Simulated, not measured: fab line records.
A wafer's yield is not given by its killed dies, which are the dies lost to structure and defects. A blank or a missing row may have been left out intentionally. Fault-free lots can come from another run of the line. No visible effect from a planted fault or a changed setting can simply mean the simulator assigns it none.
Which tool is to blame? + flow n5Finfet + Sampling: 14 lots, 42 wafers, 4 of 1938 route steps

== WHAT THE GAUGES READ, wafer by wafer ==
N5_PASSIVATION_OVL_MEAS_60. Usual: for TV_OVL the level is 6 nm and the standard deviation is 5.
| lot  | measured     | on         | TV_OVL (nm) | flag |
|------|--------------|------------|-------------|------|
| L618 | day 11 05:12 | overlay-02 | -3 -1 0     |      |
| L619 | day 11 19:49 | overlay-02 | 3 9 2       |      |
| L621 | day 12 07:37 | overlay-01 | 8 8 10      |      |
| L620 | day 12 07:41 | overlay-01 | 15 9 5      |      |
| L622 | day 12 22:10 | overlay-02 | 8 3 9       |      |
| L625 | day 13 10:33 | overlay-01 | - - -       | OFF  |
| L626 | day 14 10:11 | overlay-02 | - - -       | OFF  |
| L630 | day 14 20:36 | overlay-01 | 9 11 5      |      |
| L635 | day 16 15:58 | overlay-02 | 2 4 13      |      |
| L639 | day 17 04:43 | overlay-02 | 4 3 14      |      |
| L638 | day 17 18:29 | overlay-01 | 7 -4 -1     |      |
| L641 | day 17 18:28 | overlay-01 | 2 6 -4      |      |
| L637 | day 17 19:05 | overlay-02 | 6 13 4      |      |
| L640 | day 17 22:19 | overlay-02 | -2 3 0      |      |

== TOOL THAT RAN EACH LOT (tool first, then ch and the chambers of the sampled wafers, then the start) ==
| lot  | N5_MIM_TOP_ALD_02                          | N5_MIM_BOT_ETCH_ETCH_04           | N5_PASSIVATION_EXPOSE_07         |
|------|--------------------------------------------|-----------------------------------|----------------------------------|
| L618 | aldHk-03 ch 0,1,2, day 11 03:08 or earlier | rieDiel-03 ch 1,2,3, day 11 03:08 | krfScanner-02 ch 0, day 11 05:01 |
| L619 | aldHk-03 ch 0,3, day 11 18:34 or earlier   | rieDiel-03 ch 0,2,3, day 11 18:34 | krfScanner-01 ch 0, day 11 19:37 |
| L621 | aldHk-01 ch 0,3, day 12 06:12 or earlier   | rieDiel-03 ch 1,2,3, day 12 06:12 | krfScanner-01 ch 0, day 12 07:25 |
| L620 | aldHk-02 ch 1,2,3, day 12 06:24 or earlier | rieDiel-04 ch 1,2,3, day 12 06:24 | krfScanner-01 ch 0, day 12 07:29 |
| L622 | aldHk-03 ch 0,1,3, day 12 20:55 or earlier | rieDiel-05 ch 0,2,3, day 12 20:55 | krfScanner-01 ch 0, day 12 21:57 |
| L625 | aldHk-03 ch 0,2,3, day 13 08:01 or earlier | rieDiel-04 ch 0,2, day 13 08:01   | krfScanner-01, day 13 10:20      |
| L626 | aldHk-03 ch 0,1,3, day 14 04:01 or earlier | rieDiel-04 ch 0,1, day 14 04:01   | krfScanner-02, day 14 09:59      |
| L630 | aldHk-01 ch 1,2,3, day 14 17:40 or earlier | rieDiel-04 ch 0,2, day 14 17:40   | krfScanner-02 ch 0, day 14 20:23 |
| L635 | aldHk-01 ch 0,1,2, day 16 13:55 or earlier | rieDiel-04 ch 0,1, day 16 13:55   | krfScanner-01 ch 0, day 16 15:46 |
| L639 | aldHk-02 ch 0,1,3, day 17 03:13 or earlier | rieDiel-03 ch 0,1, day 17 03:13   | krfScanner-01 ch 0, day 17 04:30 |
| L638 | aldHk-02 ch 0,1,2, day 17 11:50 or earlier | rieDiel-04 ch 0,1,2, day 17 11:50 | krfScanner-01 ch 0, day 17 18:17 |
| L641 | aldHk-01 ch 0,2,3, day 17 11:50 or earlier | rieDiel-03 ch 0,2, day 17 11:50   | krfScanner-01 ch 0, day 17 18:15 |
| L637 | aldHk-01 ch 2,3, day 17 15:19 or earlier   | rieDiel-03 ch 0,1,2, day 17 15:19 | krfScanner-01 ch 0, day 17 18:53 |
| L640 | aldHk-03 ch 1,3, day 17 19:58 or earlier   | rieDiel-04 ch 0,1,3, day 17 19:58 | krfScanner-01 ch 0, day 17 22:07 |
- N5_MIM_TOP_ALD_02: deposits Al2O3, purge time 3 s, co reactant pulse time 3 s.
- N5_MIM_BOT_ETCH_ETCH_04: etches SiNx in CF4/O2, target depth 26 nm, time 13 s.
- N5_PASSIVATION_EXPOSE_07: exposes mask TV, defocus 0 nm, target cd 3000 nm.

== AS READ BY THE TOOLS THEMSELVES (means over the sampled wafers that have a number; for cases with no such wafer, the mark the record gives instead) ==
N5_MIM_TOP_ALD_02. Usual: precursorPulseHeightRel reads 1.003 (standard deviation 0.018).
| lot  | tool     | precursorPulseHeightRel | flag |
|------|----------|-------------------------|------|
| L618 | aldHk-03 | 1.008                   |      |
| L619 | aldHk-03 | 1.018                   |      |
| L621 | aldHk-01 | 1.001                   |      |
| L620 | aldHk-02 | 1.004                   |      |
| L622 | aldHk-03 | 1.009                   |      |
| L625 | aldHk-03 | 1.007                   |      |
| L626 | aldHk-03 | 1.008                   |      |
| L630 | aldHk-01 | 1.009                   |      |
| L635 | aldHk-01 | 1.015                   |      |
| L639 | aldHk-02 | 0.996                   |      |
| L638 | aldHk-02 | 1.004                   |      |
| L641 | aldHk-01 | 1.012                   |      |
| L637 | aldHk-01 | 1.016                   |      |
| L640 | aldHk-03 | 0.996                   |      |

N5_MIM_BOT_ETCH_ETCH_04. Usual: drypumpMotorCurrentA 5.9 A, standard deviation 0.35; oesProductAu 0.80 a.u., standard deviation 0.1; rfVppV 241 V, standard deviation 3.2; showerheadPlenumPTorr 2.21 Torr, standard deviation 0.065; throttleValvePct 16.01 %, standard deviation 0.29.
| lot  | tool       | drypumpMotorCurrentA (A) | oesProductAu (a.u.) | rfVppV (V) | showerheadPlenumPTorr (Torr) | throttleValvePct (%) | flag |
|------|------------|--------------------------|---------------------|------------|------------------------------|----------------------|------|
| L618 | rieDiel-03 | 5.6                      | 0.77                | 238        | 2.20                         | 15.90                |      |
| L619 | rieDiel-03 | 5.6                      | 0.85                | 243        | 2.25                         | 15.97                |      |
| L621 | rieDiel-03 | 5.6                      | 0.76                | 239        | 2.20                         | 15.92                |      |
| L620 | rieDiel-04 | 6.3                      | 0.79                | 241        | 2.21                         | 16.25                |      |
| L622 | rieDiel-05 | 5.7                      | 0.81                | 241        | 2.23                         | 15.86                |      |
| L625 | rieDiel-04 | 6.2                      | 0.88                | 245        | 2.23                         | 15.94                |      |
| L626 | rieDiel-04 | 6.4                      | 0.91                | 241        | 2.25                         | 15.88                |      |
| L630 | rieDiel-04 | 6.2                      | 0.78                | 241        | 2.20                         | 16.21                |      |
| L635 | rieDiel-04 | 6.4                      | 0.89                | 241        | 2.24                         | 15.93                |      |
| L639 | rieDiel-03 | 5.6                      | 0.82                | 241        | 2.19                         | 15.88                |      |
| L638 | rieDiel-04 | 6.3                      | 0.81                | 242        | 2.22                         | 16.10                |      |
| L641 | rieDiel-03 | 5.7                      | 0.82                | 242        | 2.28                         | 15.87                |      |
| L637 | rieDiel-03 | 5.6                      | 0.78                | 241        | 2.21                         | 15.85                |      |
| L640 | rieDiel-04 | 6.3                      | 0.90                | 241        | 2.22                         | 15.92                |      |

N5_PASSIVATION_EXPOSE_07. Usual: exposureDoseMJCm2 22.750, standard deviation 0.023; focusOffsetNm 0.0 nm, standard deviation 0.52; reticleTempC 22.96 C, standard deviation 0.1.
| lot  | tool          | exposureDoseMJCm2 | focusOffsetNm (nm) | reticleTempC (C) | flag |
|------|---------------|-------------------|--------------------|------------------|------|
| L618 | krfScanner-02 | 22.729            | 0.4                | 22.98            |      |
| L619 | krfScanner-01 | 22.760            | 0.1                | 23.05            |      |
| L621 | krfScanner-01 | 22.751            | 0.2                | 23.08            |      |
| L620 | krfScanner-01 | 22.761            | -0.5               | 23.01            |      |
| L622 | krfScanner-01 | 22.722            | 0.7                | 22.88            |      |
| L625 | krfScanner-01 | -                 | -                  | -                | OFF  |
| L626 | krfScanner-02 | -                 | -                  | -                | OFF  |
| L630 | krfScanner-02 | 22.724            | -0.7               | 22.89            |      |
| L635 | krfScanner-01 | 22.764            | -0.0               | 22.90            |      |
| L639 | krfScanner-01 | 22.765            | 0.2                | 22.97            |      |
| L638 | krfScanner-01 | 22.746            | -0.2               | 23.08            |      |
| L641 | krfScanner-01 | 22.756            | -0.1               | 22.98            |      |
| L637 | krfScanner-01 | 22.756            | -0.6               | 22.83            |      |
| L640 | krfScanner-01 | 22.789            | -0.4               | 22.96            |      |

== THE ANSWER, worked out from the rows above alone ==
Rule: a lot counts as off when the mean over its wafers that have a number is more than 3 standard deviations away from the usual mean. Also off: a lot with no number at a reading for which 4 or more lots have one. Any other lot the step has rows for is counted as sound. The gauges are gone through in route order, then the tools' own readings, and for those a lot's mean is taken as printed above. At the first step where some lot is off, the reading lying furthest off is the one used; lots without a number count as furthest.
Off: L625, L626, seen at N5_PASSIVATION_OVL_MEAS_60 (TV_OVL). Without a number there: L625, L626.
If a tool, at a process step before that reading, ran all the lots that are off and no sound lot after the first of them, it fits. Not tried: the gauges at N5_PASSIVATION_OVL_MEAS_60; whatever is off there is also off at N5_PASSIVATION_EXPOSE_07, on other tools, and gauge error can't account for it. Because N5_MIM_TOP_ALD_02 lacks a start for some lots, the hours and order of its lots are taken from N5_MIM_BOT_ETCH_ETCH_04. Not one of the candidates tried fits.

== WHAT THE SIMULATOR HAD PUT IN ==
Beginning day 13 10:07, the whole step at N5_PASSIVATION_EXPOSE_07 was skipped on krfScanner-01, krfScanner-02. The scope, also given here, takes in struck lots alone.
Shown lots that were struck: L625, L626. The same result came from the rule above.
